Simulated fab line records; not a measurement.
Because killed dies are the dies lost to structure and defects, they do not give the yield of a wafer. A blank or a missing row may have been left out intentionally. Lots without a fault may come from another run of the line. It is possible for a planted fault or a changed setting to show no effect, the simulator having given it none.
fab line records ; flow n5-finfet
record lots=24; wafers=72; last-day=18
route steps=1938 shown BEOL_M1@810 BEOL_M2@855
lots that met no fault: from a run of the same line without faults
start-h: start of the lot's first displayed wafer, in hours after the record's first day ; wait-h: time in hours since the lot's previous step ; " same as the row above ; L1.1+2: a single row standing in for several wafers ; - either no value or no given start ; * or withheld: withheld ; < > ~ a bound
route shown NAME@n: NAME is a module with steps in the file, n the number in the route of the first one ; usual: the fault-free wafers' mean and standard deviation ; same: alike in all rows ; chamber/n: place in a boat ; sites: per-site readings ; _std_site: their standard deviation ; _edge_site: the outer-site mean with the inner-site mean subtracted ; radius-mm: how far each site lies from the wafer's centre ; mask NAME#n: copy n ; behind: the tool/chamber that last shaped the wafer ; hold: reason for holding the lot/hours on hold/outcome of the hold ; device: names the non-switching transistor (n, p or np) ; end of line: the same wafers' tests at the end of the route ; where a step has no rows: the recipe by itself ; killed: dies lost to structure and defects at the first sort, not the wafer's yield ; map: a wafer's dies, marking killed ones x, the rest . and places with no die _
set.NAME: setting as actually run; set.NAME@STEP: the setting as run at that earlier step ; model.NAME: the simulator's own value behind a step, which no gauge read
one table for each step of the route and one row for each wafer, over a sample of lots
services: a tool's chamber out of use, with start hour (start-h, from the record's first day; less than 0 if before it), hours out, and reason
## steps
# step N5_BEOL_M1_PRE_CLEAN_45
# recipe gas=H2/He; time-s=30; temp-c=250
# usual heater-power-w=331/38
lot.wafer;tool;chamber;start-h;wait-h;heater-power-w
L074.1;pvd-sputter-03;-;124.41;0.0;279
L074.3;pvd-sputter-03;-;124.41;0.0;390
L074.6;pvd-sputter-03;-;124.41;0.0;348
L075.1;pvd-sputter-03;-;136.87;0.0;301
L075.3;pvd-sputter-03;-;136.87;0.0;352
L075.4;pvd-sputter-03;-;136.87;0.0;281
L076.1;pvd-sputter-01;-;154.85;0.0;321
L076.3;pvd-sputter-01;-;154.85;0.0;306
L076.6;pvd-sputter-01;-;154.85;0.0;307
L077.1;pvd-sputter-02;-;154.88;0.0;299
L077.3;pvd-sputter-02;-;154.88;0.0;314
L077.6;pvd-sputter-02;-;154.88;0.0;294
L078.2;pvd-sputter-02;-;157.91;0.0;439
L078.4;pvd-sputter-02;-;157.91;0.0;292
L078.5;pvd-sputter-02;-;157.91;0.0;426
L079.1;pvd-sputter-01;-;158.17;0.0;379
L079.3;pvd-sputter-01;-;158.17;0.0;300
L079.4;pvd-sputter-01;-;158.17;0.0;375
L080.2;pvd-sputter-03;-;166.93;0.0;349
L080.4;pvd-sputter-03;-;166.93;0.0;278
L080.5;pvd-sputter-03;-;166.93;0.0;338
L081.1;pvd-sputter-01;-;167.75;0.0;300
L081.4;pvd-sputter-01;-;167.75;0.0;307
L081.5;pvd-sputter-01;-;167.75;0.0;380
L082.1;pvd-sputter-02;-;188.50;0.0;315
L082.3;pvd-sputter-02;-;188.50;0.0;315
L082.5;pvd-sputter-02;-;188.50;0.0;313
L083.1;pvd-sputter-03;-;188.72;0.0;276
L083.5;pvd-sputter-03;-;188.72;0.0;385
L083.6;pvd-sputter-03;-;188.72;0.0;274
L084.2;pvd-sputter-03;-;189.05;0.0;357
L084.3;pvd-sputter-03;-;189.05;0.0;282
L084.5;pvd-sputter-03;-;189.05;0.0;346
L085.3;pvd-sputter-01;-;191.96;0.0;312
L085.5;pvd-sputter-01;-;191.96;0.0;318
L085.6;pvd-sputter-01;-;191.96;0.0;298
L086.1;pvd-sputter-01;-;213.41;0.0;327
L086.3;pvd-sputter-01;-;213.41;0.0;324
L086.4;pvd-sputter-01;-;213.41;0.0;307
L087.2;pvd-sputter-02;-;213.42;0.0;290
L087.3;pvd-sputter-02;-;213.42;0.0;433
L087.5;pvd-sputter-02;-;213.42;0.0;309
L089.1;pvd-sputter-01;-;218.13;0.0;296
L089.5;pvd-sputter-01;-;218.13;0.0;380
L089.6;pvd-sputter-01;-;218.13;0.0;317
L088.1;pvd-sputter-01;-;229.02;0.0;374
L088.4;pvd-sputter-01;-;229.02;0.0;326
L088.5;pvd-sputter-01;-;229.02;0.0;303
L091.3;pvd-sputter-01;-;233.20;0.0;327
L091.4;pvd-sputter-01;-;233.20;0.0;380
L091.6;pvd-sputter-01;-;233.20;0.0;305
L090.1;pvd-sputter-01;-;237.94;0.0;312
L090.3;pvd-sputter-01;-;237.94;0.0;374
L090.5;pvd-sputter-01;-;237.94;0.0;294
L092.3;pvd-sputter-02;-;241.16;0.0;425
L092.4;pvd-sputter-02;-;241.16;0.0;324
L092.6;pvd-sputter-02;-;241.16;0.0;308
L093.3;pvd-sputter-03;-;249.24;0.0;303
L093.4;pvd-sputter-03;-;249.24;0.0;345
L093.6;pvd-sputter-03;-;249.24;0.0;349
L094.1;pvd-sputter-01;-;255.20;0.0;373
L094.5;pvd-sputter-01;-;255.20;0.0;325
L094.6;pvd-sputter-01;-;255.20;0.0;373
L095.2;pvd-sputter-01;-;259.00;0.0;304
L095.4;pvd-sputter-01;-;259.00;0.0;325
L095.6;pvd-sputter-01;-;259.00;0.0;359
L096.1;pvd-sputter-01;-;264.29;0.0;373
L096.5;pvd-sputter-01;-;264.29;0.0;322
L096.6;pvd-sputter-01;-;264.29;0.0;323
L097.1;pvd-sputter-03;-;272.46;0.0;340
L097.2;pvd-sputter-03;-;272.46;0.0;305
L097.3;pvd-sputter-03;-;272.46;0.0;290
# step N5_BEOL_M1_SPUTTER_81
# recipe material=Cu; target-thk-a=45; temp-c=-20; chamber-pressure-pa=0.07; power-w=withheld; time-s=8.29
# usual throttle-valve-pct=30.3/1.2
lot.wafer;tool;chamber;start-h;wait-h;throttle-valve-pct
L074.1;pvd-sputter-03;-;125.43;0.1;28.8
L074.3;pvd-sputter-03;-;125.43;0.1;31.9
L074.6;pvd-sputter-03;-;125.43;0.1;32.4
L075.1;pvd-sputter-03;-;137.83;0.1;28.7
L075.3;pvd-sputter-03;-;137.83;0.1;32.0
L075.4;pvd-sputter-03;-;137.83;0.1;29.2
L076.1;pvd-sputter-02;-;155.85;0.1;29.0
L076.3;pvd-sputter-02;-;155.85;0.1;30.5
L076.6;pvd-sputter-02;-;155.85;0.1;30.3
L077.1;pvd-sputter-01;-;155.95;0.1;28.4
L077.3;pvd-sputter-01;-;155.95;0.1;31.3
L077.6;pvd-sputter-01;-;155.95;0.1;28.1
L078.2;pvd-sputter-02;-;159.11;0.1;30.7
L078.4;pvd-sputter-02;-;159.11;0.1;30.0
L078.5;pvd-sputter-02;-;159.11;0.1;30.2
L079.1;pvd-sputter-01;-;159.19;0.1;30.5
L079.3;pvd-sputter-01;-;159.19;0.1;28.5
L079.4;pvd-sputter-01;-;159.19;0.1;30.4
L080.2;pvd-sputter-03;-;167.89;0.1;28.6
L080.4;pvd-sputter-03;-;167.89;0.1;32.1
L080.5;pvd-sputter-03;-;167.89;0.1;28.6
L081.1;pvd-sputter-01;-;168.71;0.1;31.2
L081.4;pvd-sputter-01;-;168.71;0.1;31.4
L081.5;pvd-sputter-01;-;168.71;0.1;28.9
L082.1;pvd-sputter-02;-;189.46;0.1;28.8
L082.3;pvd-sputter-02;-;189.46;0.1;30.8
L082.5;pvd-sputter-02;-;189.46;0.1;28.9
L083.1;pvd-sputter-03;-;189.67;0.1;31.5
L083.5;pvd-sputter-03;-;189.67;0.1;31.5
L083.6;pvd-sputter-03;-;189.67;0.1;32.0
L084.2;pvd-sputter-01;-;190.06;0.1;28.6
L084.3;pvd-sputter-01;-;190.06;0.1;31.8
L084.5;pvd-sputter-01;-;190.06;0.1;31.4
L085.3;pvd-sputter-03;-;193.55;0.1;29.1
L085.5;pvd-sputter-03;-;193.55;0.1;28.5
L085.6;pvd-sputter-03;-;193.55;0.1;29.0
L086.1;pvd-sputter-03;-;215.98;0.1;31.5
L086.3;pvd-sputter-03;-;215.98;0.1;28.5
L086.4;pvd-sputter-03;-;215.98;0.1;29.0
L087.2;pvd-sputter-02;-;216.18;0.1;28.8
L087.3;pvd-sputter-02;-;216.18;0.1;30.7
L087.5;pvd-sputter-02;-;216.18;0.1;30.4
L089.1;pvd-sputter-02;-;219.38;0.1;29.3
L089.5;pvd-sputter-02;-;219.38;0.1;30.5
L089.6;pvd-sputter-02;-;219.38;0.1;30.8
L088.1;pvd-sputter-01;-;230.44;0.1;28.4
L088.4;pvd-sputter-01;-;230.44;0.1;31.2
L088.5;pvd-sputter-01;-;230.44;0.1;30.2
L091.3;pvd-sputter-01;-;234.34;0.1;31.6
L091.4;pvd-sputter-01;-;234.34;0.1;28.8
L091.6;pvd-sputter-01;-;234.34;0.1;30.1
L090.1;pvd-sputter-01;-;239.17;0.1;30.0
L090.3;pvd-sputter-01;-;239.17;0.1;31.5
L090.5;pvd-sputter-01;-;239.17;0.1;31.3
L092.3;pvd-sputter-01;-;242.68;0.1;31.5
L092.4;pvd-sputter-01;-;242.68;0.1;28.3
L092.6;pvd-sputter-01;-;242.68;0.1;28.4
L093.3;pvd-sputter-02;-;250.20;0.1;30.9
L093.4;pvd-sputter-02;-;250.20;0.1;30.3
L093.6;pvd-sputter-02;-;250.20;0.1;29.1
L094.1;pvd-sputter-02;-;256.33;0.1;29.1
L094.5;pvd-sputter-02;-;256.33;0.1;30.2
L094.6;pvd-sputter-02;-;256.33;0.1;30.9
L095.2;pvd-sputter-03;-;261.77;0.1;31.4
L095.4;pvd-sputter-03;-;261.77;0.1;32.0
L095.6;pvd-sputter-03;-;261.77;0.1;28.6
L096.1;pvd-sputter-01;-;266.97;0.1;30.4
L096.5;pvd-sputter-01;-;266.97;0.1;31.4
L096.6;pvd-sputter-01;-;266.97;0.1;31.6
L097.1;pvd-sputter-02;-;273.55;0.1;30.4
L097.2;pvd-sputter-02;-;273.55;0.1;30.6
L097.3;pvd-sputter-02;-;273.55;0.1;30.7
# step N5_BEOL_M1_ANNEAL_87
# recipe temp-c=400; time-s=240; ambient=vacuum
# usual heater-power-w=825/100
lot.wafer;tool;chamber;start-h;wait-h;heater-power-w
L074.1;pvd-sputter-03;-;125.73;0.0;741
L074.3;pvd-sputter-03;-;125.73;0.0;858
L074.6;pvd-sputter-03;-;125.73;0.0;873
L075.1;pvd-sputter-03;-;138.13;0.0;745
L075.3;pvd-sputter-03;-;138.13;0.0;879
L075.4;pvd-sputter-03;-;138.13;0.0;939
L076.1;pvd-sputter-02;-;156.15;0.0;759
L076.3;pvd-sputter-02;-;156.15;0.0;1082
L076.6;pvd-sputter-02;-;156.15;0.0;784
L077.1;pvd-sputter-01;-;156.25;0.0;761
L077.3;pvd-sputter-01;-;156.25;0.0;923
L077.6;pvd-sputter-01;-;156.25;0.0;744
L078.2;pvd-sputter-02;-;159.41;0.0;1061
L078.4;pvd-sputter-02;-;159.41;0.0;788
L078.5;pvd-sputter-02;-;159.41;0.0;789
L079.1;pvd-sputter-01;-;159.49;0.0;799
L079.3;pvd-sputter-01;-;159.49;0.0;738
L079.4;pvd-sputter-01;-;159.49;0.0;798
L080.2;pvd-sputter-03;-;168.19;0.0;768
L080.4;pvd-sputter-03;-;168.19;0.0;864
L080.5;pvd-sputter-03;-;168.19;0.0;744
L081.1;pvd-sputter-01;-;169.01;0.0;954
L081.4;pvd-sputter-01;-;169.01;0.0;947
L081.5;pvd-sputter-01;-;169.01;0.0;749
L082.1;pvd-sputter-02;-;189.76;0.0;773
L082.3;pvd-sputter-02;-;189.76;0.0;1098
L082.5;pvd-sputter-02;-;189.76;0.0;774
L083.1;pvd-sputter-03;-;189.97;0.0;699
L083.5;pvd-sputter-03;-;189.97;0.0;706
L083.6;pvd-sputter-03;-;189.97;0.0;865
L084.2;pvd-sputter-01;-;190.36;0.0;765
L084.3;pvd-sputter-01;-;190.36;0.0;806
L084.5;pvd-sputter-01;-;190.36;0.0;930
L085.3;pvd-sputter-03;-;193.85;0.0;933
L085.5;pvd-sputter-03;-;193.85;0.0;760
L085.6;pvd-sputter-03;-;193.85;0.0;944
L086.1;pvd-sputter-03;-;216.28;0.0;697
L086.3;pvd-sputter-03;-;216.28;0.0;766
L086.4;pvd-sputter-03;-;216.28;0.0;968
L087.2;pvd-sputter-02;-;216.48;0.0;760
L087.3;pvd-sputter-02;-;216.48;0.0;724
L087.5;pvd-sputter-02;-;216.48;0.0;787
L089.1;pvd-sputter-02;-;219.68;0.0;793
L089.5;pvd-sputter-02;-;219.68;0.0;1067
L089.6;pvd-sputter-02;-;219.68;0.0;729
L088.1;pvd-sputter-01;-;230.74;0.0;754
L088.4;pvd-sputter-01;-;230.74;0.0;909
L088.5;pvd-sputter-01;-;230.74;0.0;813
L091.3;pvd-sputter-01;-;234.64;0.0;938
L091.4;pvd-sputter-01;-;234.64;0.0;751
L091.6;pvd-sputter-01;-;234.64;0.0;785
L090.1;pvd-sputter-01;-;239.47;0.0;817
L090.3;pvd-sputter-01;-;239.47;0.0;908
L090.5;pvd-sputter-01;-;239.47;0.0;928
L092.3;pvd-sputter-01;-;242.98;0.0;937
L092.4;pvd-sputter-01;-;242.98;0.0;755
L092.6;pvd-sputter-01;-;242.98;0.0;753
L093.3;pvd-sputter-02;-;250.50;0.0;724
L093.4;pvd-sputter-02;-;250.50;0.0;781
L093.6;pvd-sputter-02;-;250.50;0.0;777
L094.1;pvd-sputter-02;-;256.63;0.0;772
L094.5;pvd-sputter-02;-;256.63;0.0;798
L094.6;pvd-sputter-02;-;256.63;0.0;719
L095.2;pvd-sputter-03;-;262.07;0.0;704
L095.4;pvd-sputter-03;-;262.07;0.0;886
L095.6;pvd-sputter-03;-;262.07;0.0;748
L096.1;pvd-sputter-01;-;267.27;0.0;827
L096.5;pvd-sputter-01;-;267.27;0.0;935
L096.6;pvd-sputter-01;-;267.27;0.0;802
L097.1;pvd-sputter-02;-;273.85;0.0;785
L097.2;pvd-sputter-02;-;273.85;0.0;750
L097.3;pvd-sputter-02;-;273.85;0.0;1102
# step N5_BEOL_M1_CMP_52
# recipe stop-on=SiOC; t-overpolish-s=6.8; down-force-psi=1; platen-rpm=50; clearing-platen-down-force-psi=1.5; clearing-platen-rpm=50; post-cmp-clean=cu-alkaline; target-thk-nm=40; clearing-platen-pad-velocity-m-s=0.99484; pad-velocity-m-s=0.99484
# usual barrier-field-endpoint-s=24.7/0.71; motor-current-A=5.8/0.53; overpolish-run-s=6.801/0.009; time-to-endpoint-s=63/3.7
lot.wafer;tool;chamber;start-h;wait-h;barrier-field-endpoint-s;motor-current-A;overpolish-run-s;time-to-endpoint-s
L074.1;cmp-01;0;129.06;0.3;23.9;6.0;6.801;62
L074.3;cmp-01;1;129.06;0.3;24.6;6.7;6.796;60
L074.6;cmp-01;0;129.06;0.3;24.5;5.9;6.797;61
L075.1;cmp-01;0;143.30;0.3;24.4;5.9;6.794;63
L075.3;cmp-01;2;143.30;0.3;23.8;5.8;6.810;56
L075.4;cmp-01;3;143.30;0.3;24.5;5.6;6.803;64
L076.3;cmp-03;1;160.57;0.2;25.4;6.1;6.810;66
L076.1;cmp-03;0;160.57;0.2;24.4;6.0;6.795;63
L076.6;cmp-03;1;160.57;0.2;24.6;5.8;6.815;64
L077.1;cmp-01;1;161.14;0.3;24.7;6.5;6.805;64
L077.3;cmp-01;0;161.14;0.3;23.8;5.4;6.781;59
L077.6;cmp-01;2;161.14;0.3;23.8;5.8;6.788;58
L078.4;cmp-03;0;164.62;0.2;24.2;6.6;6.787;59
L078.2;cmp-03;1;164.62;0.2;24.9;5.8;6.782;65
L078.5;cmp-03;0;164.62;0.2;25.1;6.0;6.800;64
L079.3;cmp-01;2;165.16;0.3;24.2;5.7;6.794;56
L079.1;cmp-01;0;165.16;0.3;24.1;5.8;6.784;59
L079.4;cmp-01;1;165.16;0.3;25.1;6.5;6.792;59
L080.2;cmp-01;2;176.89;0.2;23.9;5.9;6.787;59
L080.4;cmp-01;3;176.89;0.2;24.9;5.5;6.801;64
L080.5;cmp-01;2;176.89;0.2;23.7;5.6;6.815;57
L081.4;cmp-04;2;177.18;0.2;25.7;5.0;6.802;67
L081.1;cmp-04;0;177.18;0.2;24.7;6.8;6.786;63
L081.5;cmp-04;2;177.18;0.2;25.5;5.3;6.799;66
L082.1;cmp-03;1;191.27;0.3;24.8;6.0;6.822;62
L082.3;cmp-03;2;191.27;0.3;25.1;5.0;6.806;65
L082.5;cmp-03;2;191.27;0.3;25.4;4.7;6.799;65
L083.1;cmp-04;2;191.56;0.3;25.7;5.4;6.809;68
L083.6;cmp-04;0;191.56;0.3;25.1;6.6;6.813;64
L083.5;cmp-04;1;191.56;0.3;25.1;5.8;6.797;65
L084.3;cmp-03;0;191.87;0.2;24.1;6.2;6.804;64
L084.2;cmp-03;2;191.87;0.2;25.2;4.9;6.809;71
L084.5;cmp-03;1;191.87;0.2;25.1;5.8;6.797;66
L085.3;cmp-03;0;195.36;0.2;24.4;6.1;6.790;65
L085.6;cmp-03;0;195.36;0.2;24.8;6.3;6.807;63
L085.5;cmp-03;1;195.36;0.2;26.1;6.2;6.797;70
L086.3;cmp-03;2;217.80;0.2;25.5;4.9;6.813;65
L086.1;cmp-03;0;217.80;0.2;24.3;6.2;6.811;63
L086.4;cmp-03;1;217.80;0.2;24.5;5.9;6.805;64
L087.3;cmp-03;3;218.10;0.2;24.8;6.0;6.808;65
L087.2;cmp-03;1;218.10;0.2;25.0;5.8;6.799;66
L087.5;cmp-03;3;218.10;0.2;25.0;5.9;6.806;64
L089.1;cmp-04;1;221.42;0.4;24.5;5.7;6.810;61
L089.6;cmp-04;2;221.42;0.4;26.2;5.4;6.810;66
L089.5;cmp-04;3;221.42;0.4;24.7;6.2;6.799;60
L088.4;cmp-01;2;232.25;0.1;23.0;5.6;6.805;53
L088.1;cmp-01;0;232.25;0.1;23.4;5.7;6.786;61
L088.5;cmp-01;3;232.25;0.1;24.1;5.4;6.805;60
L091.3;cmp-04;2;236.16;0.2;24.8;5.1;6.794;71
L091.4;cmp-04;1;236.16;0.2;25.2;5.4;6.798;69
L091.6;cmp-04;3;236.16;0.2;24.8;5.9;6.801;62
L090.3;cmp-03;0;241.02;0.2;24.4;6.2;6.805;63
L090.1;cmp-03;2;241.02;0.2;25.2;4.6;6.806;71
L090.5;cmp-03;3;241.02;0.2;24.8;5.8;6.804;65
L092.4;cmp-03;1;244.50;0.1;25.8;6.2;6.823;66
L092.3;cmp-03;3;244.50;0.1;25.4;5.9;6.784;62
L092.6;cmp-03;2;244.50;0.1;25.3;4.7;6.794;70
L093.4;cmp-04;2;252.05;0.2;25.2;4.9;6.803;67
L093.3;cmp-04;3;252.05;0.2;23.7;6.2;6.789;58
L093.6;cmp-04;2;252.05;0.2;25.3;5.4;6.801;67
L094.1;cmp-03;3;258.35;0.3;24.4;6.0;6.810;60
L094.6;cmp-03;2;258.35;0.3;25.5;4.6;6.802;67
L094.5;cmp-03;3;258.35;0.3;25.0;6.0;6.808;61
L095.2;cmp-04;2;263.72;0.2;24.5;5.2;6.800;65
L095.4;cmp-04;3;263.72;0.2;23.4;5.9;6.789;60
L095.6;cmp-04;2;263.72;0.2;26.0;5.4;6.804;67
L096.1;cmp-04;1;268.82;0.3;24.1;5.8;6.792;62
L096.6;cmp-04;0;268.82;0.3;24.0;6.4;6.799;60
L096.5;cmp-04;1;268.82;0.3;24.4;5.6;6.793;60
L097.3;cmp-01;2;276.44;0.5;23.3;5.7;6.813;56
L097.1;cmp-01;0;276.44;0.5;23.9;5.8;6.798;63
L097.2;cmp-01;1;276.44;0.5;24.6;6.7;6.793;62
# step N5_BEOL_M2_OVL_MEAS_12
# recipe points-per-wafer=522
# usual M2_OVL=-0.4/0.76
lot.wafer;tool;chamber;start-h;wait-h;M2_OVL[nm]
L074.1;overlay-01;0;130.27;0.0;-0.8
L074.3;overlay-01;0;130.27;0.0;-0.6
L074.6;overlay-01;0;130.27;0.0;-0.8
L075.1;overlay-01;0;146.16;0.0;-1.2
L075.3;overlay-01;0;146.16;0.0;-1.1
L075.4;overlay-01;0;146.16;0.0;-1.0
L076.1;overlay-02;0;162.26;0.0;0.0
L076.3;overlay-02;0;162.26;0.0;0.2
L076.6;overlay-02;0;162.26;0.0;-0.2
L077.1;overlay-01;0;162.98;0.0;0.0
L077.3;overlay-01;0;162.98;0.0;0.4
L077.6;overlay-01;0;162.98;0.0;-0.8
L078.2;overlay-02;0;165.84;0.0;0.1
L078.4;overlay-02;0;165.84;0.0;0.4
L078.5;overlay-02;0;165.84;0.0;0.3
L079.1;overlay-01;0;166.95;0.0;0.4
L079.3;overlay-01;0;166.95;0.0;0.1
L079.4;overlay-01;0;166.95;0.0;0.3
L080.2;overlay-01;0;178.07;0.0;-0.5
L080.4;overlay-01;0;178.07;0.0;-1.1
L080.5;overlay-01;0;178.07;0.0;-0.4
L081.1;overlay-01;0;178.47;0.0;0.6
L081.4;overlay-01;0;178.47;0.0;0.3
L081.5;overlay-01;0;178.47;0.0;0.6
L082.1;overlay-01;0;192.66;0.0;-0.8
L082.3;overlay-01;0;192.66;0.0;-1.0
L082.5;overlay-01;0;192.66;0.0;-0.4
L083.1;overlay-02;0;194.99;0.0;0.2
L083.5;overlay-02;0;194.99;0.0;-0.1
L083.6;overlay-02;0;194.99;0.0;-0.6
L084.2;overlay-01;0;195.04;0.0;0.4
L084.3;overlay-01;0;195.04;0.0;-0.4
L084.5;overlay-01;0;195.04;0.0;1.2
L085.3;overlay-02;0;198.70;0.0;0.3
L085.5;overlay-02;0;198.70;0.0;-0.3
L085.6;overlay-02;0;198.70;0.0;0.3
L086.1;overlay-02;0;221.02;0.0;-0.7
L086.3;overlay-02;0;221.02;0.0;-0.3
L086.4;overlay-02;0;221.02;0.0;0.3
L087.2;overlay-02;0;221.11;0.0;-1.5
L087.3;overlay-02;0;221.11;0.0;-1.5
L087.5;overlay-02;0;221.11;0.0;-1.0
L089.1;overlay-01;0;223.56;0.0;0.0
L089.5;overlay-01;0;223.56;0.0;0.7
L089.6;overlay-01;0;223.56;0.0;-0.3
L088.1;overlay-01;0;233.67;0.0;-0.7
L088.4;overlay-01;0;233.67;0.0;-1.9
L088.5;overlay-01;0;233.67;0.0;-0.7
L091.3;overlay-02;0;238.18;0.0;-0.3
L091.4;overlay-02;0;238.18;0.0;0.1
L091.6;overlay-02;0;238.18;0.0;-0.4
L090.1;overlay-02;0;245.19;0.0;-1.1
L090.3;overlay-02;0;245.19;0.0;-1.2
L090.5;overlay-02;0;245.19;0.0;-1.7
L092.3;overlay-02;0;246.20;0.0;-0.4
L092.4;overlay-02;0;246.20;0.0;-1.1
L092.6;overlay-02;0;246.20;0.0;0.7
L093.3;overlay-02;0;253.54;0.0;1.1
L093.4;overlay-02;0;253.54;0.0;0.3
L093.6;overlay-02;0;253.54;0.0;0.0
L094.1;overlay-01;0;259.87;0.0;-0.4
L094.5;overlay-01;0;259.87;0.0;-0.8
L094.6;overlay-01;0;259.87;0.0;-0.1
L095.2;overlay-01;0;265.13;0.0;-1.4
L095.4;overlay-01;0;265.13;0.0;-1.3
L095.6;overlay-01;0;265.13;0.0;-2.7
L096.1;overlay-02;0;271.96;0.0;-1.7
L096.5;overlay-02;0;271.96;0.0;-0.9
L096.6;overlay-02;0;271.96;0.0;-1.1
L097.1;overlay-01;0;278.57;0.0;-0.8
L097.2;overlay-01;0;278.57;0.0;-0.1
L097.3;overlay-01;0;278.57;0.0;-1.3
# step N5_BEOL_M2_CD_MEAS_28
# recipe target-cd-nm=26.2; landing-energy-ev=500; detector=se-inlens; target-cd-y-nm=24.1; polarity=opening
# usual cd-nm=26.21/0.25
lot.wafer;tool;chamber;start-h;wait-h;cd-nm
L074.1;cd-sem-02;0;131.11;-;26.09
L074.3;cd-sem-02;0;131.11;-;26.48
L074.6;cd-sem-02;0;131.11;-;25.89
L075.1;cd-sem-01;0;147.01;-;26.50
L075.3;cd-sem-01;0;147.01;-;26.05
L075.4;cd-sem-01;0;147.01;-;26.17
L076.1;cd-sem-01;0;163.24;-;26.00
L076.3;cd-sem-01;0;163.24;-;26.16
L076.6;cd-sem-01;0;163.24;-;26.42
L077.1;cd-sem-02;0;163.95;-;26.47
L077.3;cd-sem-02;0;163.95;-;26.37
L077.6;cd-sem-02;0;163.95;-;25.80
L078.2;cd-sem-03;0;166.68;-;25.94
L078.4;cd-sem-03;0;166.68;-;25.92
L078.5;cd-sem-03;0;166.68;-;25.82
L079.1;cd-sem-03;0;167.92;-;26.48
L079.3;cd-sem-03;0;167.92;-;26.23
L079.4;cd-sem-03;0;167.92;-;26.52
L080.2;cd-sem-03;0;179.87;-;26.19
L080.4;cd-sem-03;0;179.87;-;25.88
L080.5;cd-sem-03;0;179.87;-;26.46
L081.1;cd-sem-01;0;180.00;-;26.49
L081.4;cd-sem-01;0;180.00;-;26.12
L081.5;cd-sem-01;0;180.00;-;26.20
L082.1;cd-sem-03;0;193.73;-;25.97
L082.3;cd-sem-03;0;193.73;-;25.96
L082.5;cd-sem-03;0;193.73;-;26.36
L083.1;cd-sem-01;0;196.18;-;26.29
L083.5;cd-sem-01;0;196.18;-;25.96
L083.6;cd-sem-01;0;196.18;-;26.47
L084.2;cd-sem-02;0;196.24;-;25.92
L084.3;cd-sem-02;0;196.24;-;25.91
L084.5;cd-sem-02;0;196.24;-;25.60
L085.3;cd-sem-01;0;199.71;-;26.12
L085.5;cd-sem-01;0;199.71;-;26.52
L085.6;cd-sem-01;0;199.71;-;25.75
L086.1;cd-sem-03;0;222.04;-;26.16
L086.3;cd-sem-03;0;222.04;-;26.04
L086.4;cd-sem-03;0;222.04;-;26.36
L087.2;cd-sem-02;0;222.10;-;26.65
L087.3;cd-sem-02;0;222.10;-;26.11
L087.5;cd-sem-02;0;222.10;-;26.32
L089.1;cd-sem-02;0;224.68;-;26.55
L089.5;cd-sem-02;0;224.68;-;26.04
L089.6;cd-sem-02;0;224.68;-;26.09
L088.1;cd-sem-03;0;235.57;-;26.21
L088.4;cd-sem-03;0;235.57;-;26.31
L088.5;cd-sem-03;0;235.57;-;26.26
L091.3;cd-sem-02;0;239.88;-;26.56
L091.4;cd-sem-02;0;239.88;-;26.03
L091.6;cd-sem-02;0;239.88;-;26.24
L090.1;cd-sem-02;0;247.24;-;26.26
L090.3;cd-sem-02;0;247.24;-;26.58
L090.5;cd-sem-02;0;247.24;-;26.34
L092.3;cd-sem-03;0;247.71;-;26.37
L092.4;cd-sem-03;0;247.71;-;26.02
L092.6;cd-sem-03;0;247.71;-;26.08
L093.3;cd-sem-03;0;254.55;-;26.16
L093.4;cd-sem-03;0;254.55;-;25.91
L093.6;cd-sem-03;0;254.55;-;26.34
L094.1;cd-sem-01;0;260.85;-;26.05
L094.5;cd-sem-01;0;260.85;-;26.25
L094.6;cd-sem-01;0;260.85;-;25.94
L095.2;cd-sem-03;0;266.21;-;26.01
L095.4;cd-sem-03;0;266.21;-;26.60
L095.6;cd-sem-03;0;266.21;-;26.97
L096.1;cd-sem-03;0;273.42;-;26.10
L096.5;cd-sem-03;0;273.42;-;26.26
L096.6;cd-sem-03;0;273.42;-;26.24
L097.1;cd-sem-03;0;280.45;-;26.63
L097.2;cd-sem-03;0;280.45;-;26.60
L097.3;cd-sem-03;0;280.45;-;26.10
## services
tool;chamber;start-h;hours;kind
cmp-03;-;108.34;0.2;repair
cmp-03;-;135.91;5.6;pm
pvd-sputter-03;-;144.93;4.2;repair
cmp-04;-;153.99;1.2;repair
cmp-04;-;158.51;4.0;pm
cmp-04;-;162.51;-;consumable-replace:conditioner
cmp-04;-;162.51;-;consumable-replace:pad
cmp-04;-;162.88;7.6;repair
cmp-01;-;168.17;4.1;pm
pvd-sputter-03;-;178.36;1.0;repair
cmp-01;-;179.11;2.5;repair
cmp-01;-;192.70;7.2;repair
cmp-01;-;234.04;3.7;pm
cmp-04;-;236.65;5.7;pm
cmp-03;-;274.80;4.0;pm
cmp-04;-;275.29;2.0;repair
## key
fault none
